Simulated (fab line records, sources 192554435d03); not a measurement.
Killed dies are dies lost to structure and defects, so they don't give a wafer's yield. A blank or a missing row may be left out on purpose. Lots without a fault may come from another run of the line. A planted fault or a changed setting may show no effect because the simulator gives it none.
Split-lot experiment | flow n5_finfet | 7 lots, 21 wafers read, on a route of 1938 steps

THE SPLIT
At N5_BEOL_M7_DESCUM_33 (chemistry O2, time 7 s), the setting time_s was moved away from the recipe's 7 s on 7 of the 21 wafers read, by -22.3% to +14.1%. The other wafers ran this setting at the recipe's value.

FROM THE SPLIT TO THE READING: what the file shows between them, 1 step
- N5_BEOL_M7_ETCH_72: etches underlayer in N2/H2, target depth 6.5 nm, time 5.2 s

THE READING
CAR-EUV_of_BEOL_M7_COAT_22.thk_nm (the simulator's own value, which no gauge read), in nm, at N5_BEOL_M7_ETCH_65 (etches SiARC in CF4, target depth 15.6 nm, time 26 s). The file gives no usual value for it. The 14 wafers here that ran the recipe average 11.1 nm, standard deviation 0.13 nm.

wafer  | tool, chamber at the split | time_s as run, s | against the recipe | CAR-EUV_of_BEOL_M7_COAT_22.thk_nm, nm | against lot-mates on the recipe
L076.3 | rie_diel-04, 1,2           | 6.356            | -9.2%              | 11.4                                  | +0.4
L076.4 | rie_diel-04, 1,2           | 6.356            | -9.2%              | 11.4                                  | +0.4
L076.6 | rie_diel-04, 0             | 7                | recipe             | 11                                    | -
L078.2 | rie_diel-05, 0,3           | 7.985            | +14.1%             | 10.8                                  | -0.2
L078.3 | rie_diel-05, 0,3           | 7.985            | +14.1%             | 10.6                                  | -0.4
L078.5 | rie_diel-05, 2             | 7                | recipe             | 11                                    | -
L081.1 | rie_diel-01, 1,0           | 7.596            | +8.5%              | 10.8                                  | -0.4
L081.6 | rie_diel-01, 1,0           | 7.596            | +8.5%              | 10.8                                  | -0.4
L081.5 | rie_diel-01, 3             | 7                | recipe             | 11.2                                  | -
L082.1 | rie_diel-05, 3,1           | 7                | recipe             | 11.2                                  | -
L082.4 | rie_diel-05, 1             | 7                | recipe             | 11                                    | -
L082.5 | rie_diel-05, 3,1           | 7                | recipe             | 11                                    | -
L083.1 | rie_diel-04, 1,3           | 7                | recipe             | 11                                    | -
L083.4 | rie_diel-04, 3             | 7                | recipe             | 11                                    | -
L083.6 | rie_diel-04, 1,3           | 7                | recipe             | 11                                    | -
L088.1 | rie_diel-05, 2             | 5.442            | -22.3%             | 12                                    | +0.7
L088.2 | rie_diel-05, 0,3           | 7                | recipe             | 11.4                                  | -
L088.6 | rie_diel-05, 0,3           | 7                | recipe             | 11.2                                  | -
L093.1 | rie_diel-04, 1,0           | 7                | recipe             | 11.2                                  | -
L093.5 | rie_diel-04, 1,0           | 7                | recipe             | 11.2                                  | -
L093.4 | rie_diel-04, 2             | 7                | recipe             | 11                                    | -
Where a row lists several chambers, the file gives one row for several wafers and doesn't say which wafer went through which chamber.

THE FIT
A straight line over all 21 wafers: CAR-EUV_of_BEOL_M7_COAT_22.thk_nm changes by -0.0348 nm for each +1% of time_s; r = -0.92; the points scatter about the line by 0.12 nm.
The same after taking each lot's own level away (the mean of its wafers on the recipe; 21 wafers): -0.0317 nm for each +1%; r = -0.93; scatter 0.1 nm.
On that fit, the largest move of time_s shifts the reading by 0.71 nm.
The lots' own levels span 11.00 to 11.30 nm, that is 2.4 times the standard deviation above.
So the lot-to-lot level changes the slope little: the two slopes agree.
Check: with one of the wafers moved furthest among these (-22.3%) left out of the fit, the line predicts +0.733 nm for it against its lot-mates. It came out at +0.7 nm against them.

OTHER SPLITS ON THESE WAFERS
These wafers also went through other splits before the reading. Each is held against what the fit with the lots' levels taken away leaves over:
other split on the same wafers | wafers away from the commonest value | r with CAR-EUV_of_BEOL_M7_COAT_22.thk_nm (lot level and that fit taken away)
N5_BEOL_M6_COAT_64 spin_rpm    | 8                                    | +0.19
N5_BEOL_M7_ILD_DEP_00 time_s   | 7                                    | +0.15

THE WHOLE CHAIN: every reading that the file lists as answering this split, in the file's order
step                 | what it does                                                | reading                                                                            | change (the file's fit)                | r (the file's)
N5_BEOL_M7_DESCUM_33 | chemistry O2, time 7 s                                      | CAR-EUV_of_BEOL_M7_COAT_22.thk_nm (the simulator's own value, which no gauge read) | -0.0285 nm for each +1% of the setting | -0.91
N5_BEOL_M7_ETCH_72   | etches underlayer in N2/H2, target depth 6.5 nm, time 5.2 s | CAR-EUV_of_BEOL_M7_COAT_22.thk_nm (the simulator's own value, which no gauge read) | -0.0349 nm for each +1% of the setting | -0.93
N5_BEOL_M7_ETCH_65   | etches SiARC in CF4, target depth 15.6 nm, time 26 s        | CAR-EUV_of_BEOL_M7_COAT_22.thk_nm (the simulator's own value, which no gauge read) | -0.0316 nm for each +1% of the setting | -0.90

THE FILE'S OWN FIT
CAR-EUV_of_BEOL_M7_COAT_22.thk_nm changes by -0.0316 nm for each +1% of time_s, r = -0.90.
